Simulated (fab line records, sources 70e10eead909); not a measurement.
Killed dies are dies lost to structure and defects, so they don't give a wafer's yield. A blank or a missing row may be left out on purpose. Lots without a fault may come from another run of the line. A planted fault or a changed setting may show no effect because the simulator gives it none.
Chamber matching | flow nand_harc | NHARC_A_STAIRCASE_TRIM_229 on rie_diel-09: 4 sister chambers
The step chemistry O2, time 211.2 s. 4 wafers are shown with their chamber, then 7 later ones without.

WAFERS WITH THEIR CHAMBER
wafer  | chamber | showerhead_plenum_p_Torr (Torr)
L554.4 | 0       | 3.35
L556.5 | 1       | 3.80
L559.2 | 3       | 3.54
L559.6 | 2       | 3.55

WAFERS WITHOUT THEIR CHAMBER
wafer  | showerhead_plenum_p_Torr (Torr)
L558.4 | 3.80
L558.5 | 3.35
L558.6 | 3.54
L562.3 | 3.80
L562.6 | 3.55
L566.2 | 3.53
L566.5 | 3.79

WHICH CHAMBER EACH WENT THROUGH
wafer  | from the rows above     | in truth
L558.4 | 1                       | 1
L558.5 | 0                       | 0
L558.6 | can't be placed: 3 or 2 | 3
L562.3 | 1                       | 1
L562.6 | can't be placed: 2 or 3 | 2
L566.2 | can't be placed: 3 or 2 | 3
L566.5 | 1                       | 1
Placed correctly: 4 of 7. Can't be placed from these rows: 3 (the true chamber is among the candidates in 3). Placed wrongly: 0.
How it was worked out, from the rows above alone: a wafer's distance from a chamber is the root of the sum, over the readings, of the square of ((its reading less the chamber's mean) divided by the reading's scatter). The wafer belongs to the nearest chamber; if the next one is less than 2 further off, it can't be placed. A chamber's mean is the mean of its shown wafers. The scatter: with one shown wafer a chamber, the root of the mean of the squares of how far each hidden wafer lies from its nearest shown one.
